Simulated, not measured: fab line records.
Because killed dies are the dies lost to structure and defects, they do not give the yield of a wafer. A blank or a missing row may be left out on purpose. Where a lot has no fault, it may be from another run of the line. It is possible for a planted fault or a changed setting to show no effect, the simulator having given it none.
fab line records / flow n5-finfet / part 2 of 2: steps 16 to 30 of 30
[record] lots = 5 wafers = 15 last-day = 17
route steps=1938 shown MOL_CONTACT_COAG@573
lots that met no fault: taken from a fault-free run of the same line
start-h: hours from the record's opening day to when the first of the lot's shown wafers began / wait-h: hours elapsed since this lot's preceding step / " same as the row above / L1.1+2: a row that stands for several wafers / - no value, or no start given / * or withheld: withheld / < > ~ a bound
route shown NAME@n: a module of which the file shows steps, and the number in the route of the first / usual: the fault-free wafers' mean and standard deviation / same: alike in all rows / chamber/n: place in a boat / sites: per-site readings / _std_site: how widely they spread, as a standard deviation / _edge_site: outer sites' mean less inner sites' / radius-mm: how far each site lies from the wafer's centre / mask NAME#n: copy n / behind: the last tool/chamber to shape the wafer / hold: why the lot went on hold/how many hours it stayed there/how the hold came to an end / device: the transistor (n, p or np) that didn't switch / end of line: the same wafers' tests at the end of the route / a step given without rows: its recipe and nothing more / killed: not the wafer's yield, but the dies lost to structure and defects at the first sort / map: per-die view of a wafer (x killed, . not killed, _ where there is no die)
set.NAME: the run value of the setting; set.NAME@STEP: its run value at that earlier step / model.NAME: the simulator's own value behind a step, which no gauge read
lots seen at some steps along the route; tables by step, rows by wafer
services: from which hour (start-h, from the record's first day; less than 0 if before it) a tool's chamber was out of use, for how many hours, and why
[[steps]]
[step N5_MOL_CONTACT_COAG_ETCH_47]
[recipe] chemistry = CH3F/O2 target = SiNx target-depth-a = 270 mask-material = SiO2 stop-on = W over-etch-frac = 0.2 ion-energy-ev = 120 endpoint = OES-CN pressure-mtorr = 30 source-w = 395 bias-w = 73 Ar_flow_sccm = 150 CH3F_flow_sccm = 30 O2_flow_sccm = 20 ends = end-point
[usual] drypump-motor-current-A = 5.8/0.49 etch-rf-on-time-s = 31.4/0.44 oes_ar_750_au = 0.78/0.076 oes_o_777_au = 0.78/0.079 oes-product-au = 0.70/0.071 rf-vpp-V = 296.0/2.8 showerhead-plenum-p-Torr = 2.02/0.076 throttle-valve-pct = 16.25/0.23
lot.wafer=L075.1 tool=rie-diel-03 chamber=0 start-h=106.15 wait-h=0.0 drypump-motor-current-A=6.3 etch-rf-on-time-s=30.7 oes_ar_750_au=0.97 oes_o_777_au=0.99 oes-product-au=0.87 rf-hours-counter-h=2 rf-vpp-V=292.8 showerhead-plenum-p-Torr=1.96 throttle-valve-pct=16.11
lot.wafer=L075.2 tool=rie-diel-03 chamber=1 start-h=106.15 wait-h=0.0 drypump-motor-current-A=5.7 etch-rf-on-time-s=31.0 oes_ar_750_au=0.82 oes_o_777_au=0.82 oes-product-au=0.74 rf-hours-counter-h=76 rf-vpp-V=296.9 showerhead-plenum-p-Torr=2.12 throttle-valve-pct=16.01
lot.wafer=L075.6 tool=rie-diel-03 chamber=0 start-h=106.15 wait-h=0.0 drypump-motor-current-A=6.3 etch-rf-on-time-s=30.7 oes_ar_750_au=0.97 oes_o_777_au=0.99 oes-product-au=0.88 rf-hours-counter-h=- rf-vpp-V=292.3 showerhead-plenum-p-Torr=1.96 throttle-valve-pct=16.13
lot.wafer=L077.2 tool=rie-diel-03 chamber=0 start-h=119.71 wait-h=0.0 drypump-motor-current-A=6.3 etch-rf-on-time-s=31.0 oes_ar_750_au=0.95 oes_o_777_au=0.96 oes-product-au=0.85 rf-hours-counter-h=9 rf-vpp-V=291.5 showerhead-plenum-p-Torr=1.96 throttle-valve-pct=16.14
lot.wafer=L077.4 tool=rie-diel-03 chamber=1 start-h=119.71 wait-h=0.0 drypump-motor-current-A=5.7 etch-rf-on-time-s=31.3 oes_ar_750_au=0.81 oes_o_777_au=0.81 oes-product-au=0.73 rf-hours-counter-h=82 rf-vpp-V=297.6 showerhead-plenum-p-Torr=2.11 throttle-valve-pct=16.01
lot.wafer=L077.6 tool=rie-diel-03 chamber=2 start-h=119.71 wait-h=0.0 drypump-motor-current-A=6.6 etch-rf-on-time-s=31.7 oes_ar_750_au=0.73 oes_o_777_au=0.72 oes-product-au=0.64 rf-hours-counter-h=- rf-vpp-V=299.0 showerhead-plenum-p-Torr=2.07 throttle-valve-pct=16.61
lot.wafer=L094.3 tool=rie-diel-03 chamber=0 start-h=220.80 wait-h=0.0 drypump-motor-current-A=6.3 etch-rf-on-time-s=31.1 oes_ar_750_au=0.87 oes_o_777_au=0.88 oes-product-au=0.78 rf-hours-counter-h=41 rf-vpp-V=291.5 showerhead-plenum-p-Torr=1.95 throttle-valve-pct=16.20
lot.wafer=L094.4 tool=rie-diel-03 chamber=2 start-h=220.80 wait-h=0.0 drypump-motor-current-A=6.6 etch-rf-on-time-s=32.0 oes_ar_750_au=0.71 oes_o_777_au=0.70 oes-product-au=0.62 rf-hours-counter-h=221 rf-vpp-V=297.8 showerhead-plenum-p-Torr=2.06 throttle-valve-pct=16.69
lot.wafer=L094.5 tool=rie-diel-03 chamber=3 start-h=220.80 wait-h=0.0 drypump-motor-current-A=6.3 etch-rf-on-time-s=31.3 oes_ar_750_au=0.77 oes_o_777_au=0.77 oes-product-au=0.69 rf-hours-counter-h=- rf-vpp-V=296.1 showerhead-plenum-p-Torr=1.92 throttle-valve-pct=16.29
lot.wafer=L095.1 tool=rie-diel-05 chamber=2 start-h=227.63 wait-h=0.0 drypump-motor-current-A=6.3 etch-rf-on-time-s=31.9 oes_ar_750_au=0.70 oes_o_777_au=0.69 oes-product-au=0.62 rf-hours-counter-h=213 rf-vpp-V=292.0 showerhead-plenum-p-Torr=1.98 throttle-valve-pct=16.56
lot.wafer=L095.4 tool=rie-diel-05 chamber=1 start-h=227.63 wait-h=0.0 drypump-motor-current-A=6.2 etch-rf-on-time-s=30.8 oes_ar_750_au=0.97 oes_o_777_au=0.97 oes-product-au=0.87 rf-hours-counter-h=3 rf-vpp-V=294.0 showerhead-plenum-p-Torr=1.96 throttle-valve-pct=16.03
lot.wafer=L095.6 tool=rie-diel-05 chamber=3 start-h=227.63 wait-h=0.0 drypump-motor-current-A=5.4 etch-rf-on-time-s=31.8 oes_ar_750_au=0.72 oes_o_777_au=0.70 oes-product-au=0.64 rf-hours-counter-h=- rf-vpp-V=294.2 showerhead-plenum-p-Torr=1.98 throttle-valve-pct=16.53
lot.wafer=L096.1 tool=rie-diel-03 chamber=1 start-h=236.76 wait-h=0.0 drypump-motor-current-A=5.7 etch-rf-on-time-s=31.2 oes_ar_750_au=0.78 oes_o_777_au=0.78 oes-product-au=0.68 rf-hours-counter-h=121 rf-vpp-V=297.5 showerhead-plenum-p-Torr=2.10 throttle-valve-pct=16.08
lot.wafer=L096.3 tool=rie-diel-03 chamber=3 start-h=236.76 wait-h=0.0 drypump-motor-current-A=6.3 etch-rf-on-time-s=31.0 oes_ar_750_au=0.77 oes_o_777_au=0.77 oes-product-au=0.68 rf-hours-counter-h=147 rf-vpp-V=296.8 showerhead-plenum-p-Torr=1.92 throttle-valve-pct=16.28
lot.wafer=L096.4 tool=rie-diel-03 chamber=2 start-h=236.76 wait-h=0.0 drypump-motor-current-A=6.6 etch-rf-on-time-s=31.9 oes_ar_750_au=0.70 oes_o_777_au=0.70 oes-product-au=0.62 rf-hours-counter-h=227 rf-vpp-V=298.5 showerhead-plenum-p-Torr=2.06 throttle-valve-pct=16.68
[step N5_MOL_CONTACT_COAG_STRIP_119]
[recipe] chemistry = N2/H2 time-s = 30 power-w = 1000 temp-c = 250 pressure-mtorr = withheld n2-flow-sccm = 1750 h2-flow-sccm = 3250
[usual] drypump-motor-current-A = 5.63/0.19 heater-power-w = 321/21
lot.wafer=L075.1 tool=plasma-asher-01 chamber=1 start-h=106.23 wait-h=0.1 drypump-motor-current-A=5.61 heater-power-w=337 rf-hours-counter-h=89
lot.wafer=L075.2 tool=plasma-asher-01 chamber=0 start-h=106.23 wait-h=0.1 drypump-motor-current-A=5.44 heater-power-w=326 rf-hours-counter-h=89
lot.wafer=L075.6 tool=plasma-asher-01 chamber=1 start-h=106.23 wait-h=0.1 drypump-motor-current-A=5.62 heater-power-w=334 rf-hours-counter-h=-
lot.wafer=L077.2 tool=plasma-asher-01 chamber=1 start-h=119.79 wait-h=0.1 drypump-motor-current-A=5.61 heater-power-w=328 rf-hours-counter-h=91
lot.wafer=L077.4 tool=plasma-asher-01 chamber=1 start-h=119.79 wait-h=0.1 drypump-motor-current-A=5.62 heater-power-w=331 rf-hours-counter-h=-
lot.wafer=L077.6 tool=plasma-asher-01 chamber=0 start-h=119.79 wait-h=0.1 drypump-motor-current-A=5.42 heater-power-w=329 rf-hours-counter-h=-
lot.wafer=L094.3 tool=plasma-asher-02 chamber=0 start-h=220.90 wait-h=0.1 drypump-motor-current-A=5.65 heater-power-w=287 rf-hours-counter-h=-
lot.wafer=L094.4 tool=plasma-asher-02 chamber=1 start-h=220.90 wait-h=0.1 drypump-motor-current-A=5.96 heater-power-w=347 rf-hours-counter-h=-
lot.wafer=L094.5 tool=plasma-asher-02 chamber=0 start-h=220.90 wait-h=0.1 drypump-motor-current-A=5.65 heater-power-w=278 rf-hours-counter-h=-
lot.wafer=L095.1 tool=plasma-asher-02 chamber=1 start-h=227.71 wait-h=0.1 drypump-motor-current-A=5.98 heater-power-w=349 rf-hours-counter-h=71
lot.wafer=L095.4 tool=plasma-asher-02 chamber=1 start-h=227.71 wait-h=0.1 drypump-motor-current-A=5.97 heater-power-w=350 rf-hours-counter-h=-
lot.wafer=L095.6 tool=plasma-asher-02 chamber=1 start-h=227.71 wait-h=0.1 drypump-motor-current-A=5.97 heater-power-w=351 rf-hours-counter-h=-
lot.wafer=L096.1 tool=plasma-asher-01 chamber=0 start-h=236.84 wait-h=0.1 drypump-motor-current-A=5.44 heater-power-w=328 rf-hours-counter-h=117
lot.wafer=L096.3 tool=plasma-asher-01 chamber=1 start-h=236.84 wait-h=0.1 drypump-motor-current-A=5.62 heater-power-w=321 rf-hours-counter-h=-
lot.wafer=L096.4 tool=plasma-asher-01 chamber=0 start-h=236.84 wait-h=0.1 drypump-motor-current-A=5.43 heater-power-w=318 rf-hours-counter-h=-
[step N5_MOL_CONTACT_COAG_PRECLEAN_144]
[recipe] chemistry = alkaline-clean temp-c = 60 time-s = 60 do-ppb = 50
lot.wafer=L075.1+2+6 tool=wet-bench-03 chamber=3,2,0 start-h=106.31 wait-h=0.1
lot.wafer=L077.2+4+6 tool=wet-bench-03 chamber=6,0,7 start-h=119.88 wait-h=0.1
lot.wafer=L094.3+4+5 tool=wet-bench-04 chamber=6,5,1 start-h=220.97 wait-h=0.0
lot.wafer=L095.1+4+6 tool=wet-bench-03 chamber=7,5,6 start-h=227.80 wait-h=0.1
lot.wafer=L096.1+3+4 tool=wet-bench-02 chamber=2,1,7 start-h=236.93 wait-h=0.1
[step N5_MOL_CONTACT_COAG_SRD_145]
[recipe] dry = ipa-marangoni time-s = 30 temp-c = 23 rinse-liquid = diw
lot.wafer=L075.1+2+6 tool=wet-bench-03 chamber=3,2,0 start-h=106.33 wait-h=0.0
lot.wafer=L077.2+4+6 tool=wet-bench-03 chamber=6,0,7 start-h=119.90 wait-h=0.0
lot.wafer=L094.3+4+5 tool=wet-bench-04 chamber=6,5,1 start-h=220.99 wait-h=0.0
lot.wafer=L095.1+4+6 tool=wet-bench-03 chamber=7,5,6 start-h=227.82 wait-h=0.0
lot.wafer=L096.1+3+4 tool=wet-bench-02 chamber=2,1,7 start-h=236.95 wait-h=0.0
[step N5_MOL_CONTACT_COAG_CD_MEAS_137]
[recipe] target-cd-nm = 16
[usual] cd-nm = 15.96/0.29
lot.wafer=L075.1 tool=cd-sem-03 chamber=- start-h=106.37 wait-h=0.0 cd-nm=16.15
lot.wafer=L075.2 tool=cd-sem-03 chamber=- start-h=106.37 wait-h=0.0 cd-nm=15.90
lot.wafer=L075.6 tool=cd-sem-03 chamber=- start-h=106.37 wait-h=0.0 cd-nm=15.63
lot.wafer=L077.2 tool=cd-sem-02 chamber=- start-h=119.94 wait-h=0.0 cd-nm=16.18
lot.wafer=L077.4 tool=cd-sem-02 chamber=- start-h=119.94 wait-h=0.0 cd-nm=16.16
lot.wafer=L077.6 tool=cd-sem-02 chamber=- start-h=119.94 wait-h=0.0 cd-nm=15.72
lot.wafer=L094.3 tool=cd-sem-02 chamber=- start-h=221.04 wait-h=0.0 cd-nm=16.06
lot.wafer=L094.4 tool=cd-sem-02 chamber=- start-h=221.04 wait-h=0.0 cd-nm=16.48
lot.wafer=L094.5 tool=cd-sem-02 chamber=- start-h=221.04 wait-h=0.0 cd-nm=16.19
lot.wafer=L095.1 tool=cd-sem-02 chamber=- start-h=227.86 wait-h=0.0 cd-nm=15.88
lot.wafer=L095.4 tool=cd-sem-02 chamber=- start-h=227.86 wait-h=0.0 cd-nm=15.60
lot.wafer=L095.6 tool=cd-sem-02 chamber=- start-h=227.86 wait-h=0.0 cd-nm=16.02
lot.wafer=L096.1 tool=cd-sem-03 chamber=- start-h=236.99 wait-h=0.0 cd-nm=15.88
lot.wafer=L096.3 tool=cd-sem-03 chamber=- start-h=236.99 wait-h=0.0 cd-nm=16.07
lot.wafer=L096.4 tool=cd-sem-03 chamber=- start-h=236.99 wait-h=0.0 cd-nm=16.05
[step N5_MOL_CONTACT_COAG_COAT_62]
[recipe] resist = SOC temp-c = 250 time-s = 60 spin-rpm = 1500 resist-thk-nm = 60
lot.wafer=L075.1+2+6 tool=litho-track-04 chamber=0 start-h=106.41 wait-h=0.0
lot.wafer=L077.2+4+6 tool=litho-track-04 chamber=0 start-h=119.98 wait-h=0.0
lot.wafer=L094.3+4+5 tool=litho-track-04 chamber=0 start-h=221.07 wait-h=0.0
lot.wafer=L095.1+4+6 tool=litho-track-05 chamber=0 start-h=227.90 wait-h=0.0
lot.wafer=L096.1+3+4 tool=litho-track-05 chamber=0 start-h=237.02 wait-h=0.0
[step N5_MOL_CONTACT_COAG_COAT_63]
[recipe] resist = SiARC temp-c = 220 time-s = 60 spin-rpm = 1500 resist-thk-nm = 10
lot.wafer=L075.1+2+6 tool=litho-track-04 chamber=0 start-h=- wait-h=-
lot.wafer=L077.2+4+6 tool=litho-track-04 chamber=0 start-h=- wait-h=-
lot.wafer=L094.3+4+5 tool=litho-track-04 chamber=0 start-h=- wait-h=-
lot.wafer=L095.1+4+6 tool=litho-track-05 chamber=0 start-h=- wait-h=-
lot.wafer=L096.1+3+4 tool=litho-track-05 chamber=0 start-h=- wait-h=-
[step N5_MOL_CONTACT_COAG_COAT_64]
[recipe] resist = underlayer temp-c = 205 time-s = 60 spin-rpm = 1500 resist-thk-nm = 10
lot.wafer=L075.1+2+6 tool=litho-track-04 chamber=0 start-h=- wait-h=-
lot.wafer=L077.2+4+6 tool=litho-track-04 chamber=0 start-h=- wait-h=-
lot.wafer=L094.3+4+5 tool=litho-track-04 chamber=0 start-h=- wait-h=-
lot.wafer=L095.1+4+6 tool=litho-track-05 chamber=0 start-h=- wait-h=-
lot.wafer=L096.1+3+4 tool=litho-track-05 chamber=0 start-h=- wait-h=-
[step N5_MOL_CONTACT_COAG_COAT_34]
[recipe] resist = CAR-EUV spin-rpm = 1500 resist-thk-nm = 40
lot.wafer=L075.1+2+6 tool=litho-track-04 chamber=0 start-h=- wait-h=-
lot.wafer=L077.2+4+6 tool=litho-track-04 chamber=0 start-h=- wait-h=-
lot.wafer=L094.3+4+5 tool=litho-track-04 chamber=0 start-h=- wait-h=-
lot.wafer=L095.1+4+6 tool=litho-track-05 chamber=0 start-h=- wait-h=-
lot.wafer=L096.1+3+4 tool=litho-track-05 chamber=0 start-h=- wait-h=-
[step N5_MOL_CONTACT_COAG_EBR_36]
[recipe] solvent = PGMEA ebr-width-mm = 1.5
lot.wafer=L075.1+2+6 tool=litho-track-04 chamber=0 start-h=- wait-h=-
lot.wafer=L077.2+4+6 tool=litho-track-04 chamber=0 start-h=- wait-h=-
lot.wafer=L094.3+4+5 tool=litho-track-04 chamber=0 start-h=- wait-h=-
lot.wafer=L095.1+4+6 tool=litho-track-05 chamber=0 start-h=- wait-h=-
lot.wafer=L096.1+3+4 tool=litho-track-05 chamber=0 start-h=- wait-h=-
[step N5_MOL_CONTACT_COAG_SOFTBAKE_35]
[recipe] temp-c = 110 time-s = 60 resist = CAR-EUV
lot.wafer=L075.1+2+6 tool=litho-track-04 chamber=0 start-h=- wait-h=-
lot.wafer=L077.2+4+6 tool=litho-track-04 chamber=0 start-h=- wait-h=-
lot.wafer=L094.3+4+5 tool=litho-track-04 chamber=0 start-h=- wait-h=-
lot.wafer=L095.1+4+6 tool=litho-track-05 chamber=0 start-h=- wait-h=-
lot.wafer=L096.1+3+4 tool=litho-track-05 chamber=0 start-h=- wait-h=-
[step N5_MOL_CONTACT_COAG_EXPOSE_37]
[recipe] mask-id = VD na = 0.33 source-shape = annular sigma-inner = 0.3 sigma-outer = 0.7 polarization = unpolarized defocus-nm = 0 dose-mj = 62
lot.wafer=L075.1+2+6 tool=euv-scanner-02 chamber=0 start-h=106.67 wait-h=- mask=VD#0
lot.wafer=L077.2+4+6 tool=euv-scanner-02 chamber=0 start-h=120.12 wait-h=- mask=VD#0
lot.wafer=L094.3+4+5 tool=euv-scanner-02 chamber=0 start-h=221.35 wait-h=- mask=VD#0
lot.wafer=L095.1+4+6 tool=euv-scanner-02 chamber=0 start-h=228.03 wait-h=- mask=VD#0
lot.wafer=L096.1+3+4 tool=euv-scanner-02 chamber=0 start-h=237.16 wait-h=- mask=VD#0
[step N5_MOL_CONTACT_COAG_PEB_38]
[recipe] peb-temp-c = 100 peb-time-s = 60 resist = CAR-EUV
[same] peb-time-s = 60
lot.wafer=L075.1+2+6 tool=litho-track-05 chamber=0 start-h=106.75 wait-h=0.1
lot.wafer=L077.2+4+6 tool=litho-track-04 chamber=0 start-h=120.19 wait-h=0.1
lot.wafer=L094.3+4+5 tool=litho-track-04 chamber=0 start-h=221.41 wait-h=0.1
lot.wafer=L095.1+4+6 tool=litho-track-05 chamber=0 start-h=228.11 wait-h=0.1
lot.wafer=L096.1+3+4 tool=litho-track-05 chamber=0 start-h=237.24 wait-h=0.1
[step N5_MOL_CONTACT_COAG_DEVELOP_39]
[recipe] develop-time-s = 30 developer = TMAH resist = CAR-EUV rinse-liquid = surfactant-rinse dry = air-spin dev-temp-c = 23
lot.wafer=L075.1+2+6 tool=litho-track-05 chamber=0 start-h=- wait-h=-
lot.wafer=L077.2+4+6 tool=litho-track-04 chamber=0 start-h=- wait-h=-
lot.wafer=L094.3+4+5 tool=litho-track-04 chamber=0 start-h=- wait-h=-
lot.wafer=L095.1+4+6 tool=litho-track-05 chamber=0 start-h=- wait-h=-
lot.wafer=L096.1+3+4 tool=litho-track-05 chamber=0 start-h=- wait-h=-
[step N5_MOL_CONTACT_COAG_CD_MEAS_40]
[recipe] target-cd-nm = 25.1 landing-energy-ev = 500 detector = se-inlens polarity = opening
[usual] cd-nm = 25.15/0.23
lot.wafer=L075.1 tool=cd-sem-03 chamber=0 start-h=106.82 wait-h=- cd-nm=25.03
lot.wafer=L075.2 tool=cd-sem-03 chamber=0 start-h=106.82 wait-h=- cd-nm=24.65
lot.wafer=L075.6 tool=cd-sem-03 chamber=0 start-h=106.82 wait-h=- cd-nm=25.10
lot.wafer=L077.2 tool=cd-sem-03 chamber=0 start-h=120.26 wait-h=- cd-nm=24.79
lot.wafer=L077.4 tool=cd-sem-03 chamber=0 start-h=120.26 wait-h=- cd-nm=25.09
lot.wafer=L077.6 tool=cd-sem-03 chamber=0 start-h=120.26 wait-h=- cd-nm=25.04
lot.wafer=L094.3 tool=cd-sem-01 chamber=0 start-h=221.48 wait-h=- cd-nm=24.84
lot.wafer=L094.4 tool=cd-sem-01 chamber=0 start-h=221.48 wait-h=- cd-nm=24.82
lot.wafer=L094.5 tool=cd-sem-01 chamber=0 start-h=221.48 wait-h=- cd-nm=24.89
lot.wafer=L095.1 tool=cd-sem-01 chamber=0 start-h=228.18 wait-h=- cd-nm=25.05
lot.wafer=L095.4 tool=cd-sem-01 chamber=0 start-h=228.18 wait-h=- cd-nm=25.10
lot.wafer=L095.6 tool=cd-sem-01 chamber=0 start-h=228.18 wait-h=- cd-nm=25.01
lot.wafer=L096.1 tool=cd-sem-02 chamber=0 start-h=237.31 wait-h=- cd-nm=24.97
lot.wafer=L096.3 tool=cd-sem-02 chamber=0 start-h=237.31 wait-h=- cd-nm=25.12
lot.wafer=L096.4 tool=cd-sem-02 chamber=0 start-h=237.31 wait-h=- cd-nm=24.93
[[services]]
tool=ald-sin-02 chamber=- start-h=85.37 hours=14.0 kind=pm
tool=euv-scanner-02 chamber=- start-h=87.59 hours=1.5 kind=repair
tool=ald-sin-04 chamber=2 start-h=89.23 hours=13.0 kind=repair
tool=euv-scanner-02 chamber=- start-h=91.69 hours=0.6 kind=repair
tool=euv-scanner-02 chamber=- start-h=92.51 hours=1.2 kind=repair
tool=rie-diel-03 chamber=- start-h=94.92 hours=10.0 kind=pm
tool=rie-diel-03 chamber=3 start-h=109.32 hours=3.6 kind=repair
tool=euv-scanner-02 chamber=- start-h=118.46 hours=1.0 kind=pm
tool=plasma-asher-01 chamber=- start-h=133.07 hours=2.8 kind=pm
tool=rie-diel-03 chamber=2 start-h=134.14 hours=4.8 kind=repair
tool=plasma-asher-02 chamber=- start-h=141.78 hours=0.4 kind=repair
tool=plasma-asher-01 chamber=- start-h=142.27 hours=1.8 kind=repair
tool=ald-sin-04 chamber=- start-h=153.72 hours=1.1 kind=repair
tool=wet-bench-04 chamber=- start-h=167.20 hours=10.3 kind=repair
tool=euv-scanner-02 chamber=- start-h=174.61 hours=1.0 kind=pm
tool=ald-sin-04 chamber=- start-h=176.75 hours=14.0 kind=pm
tool=rie-diel-05 chamber=1 start-h=202.25 hours=- kind=clean
tool=rie-diel-05 chamber=1 start-h=202.25 hours=- kind=consumable-replace:focus-ring
tool=rie-diel-05 chamber=1 start-h=202.25 hours=14.5 kind=scheduled-down
tool=plasma-asher-02 chamber=- start-h=204.01 hours=14.6 kind=pm
tool=euv-scanner-02 chamber=- start-h=207.66 hours=1.8 kind=repair
tool=wet-bench-03 chamber=- start-h=215.57 hours=4.4 kind=pm
tool=wet-bench-03 chamber=- start-h=224.94 hours=1.7 kind=repair
tool=euv-scanner-02 chamber=- start-h=230.56 hours=4.6 kind=pm
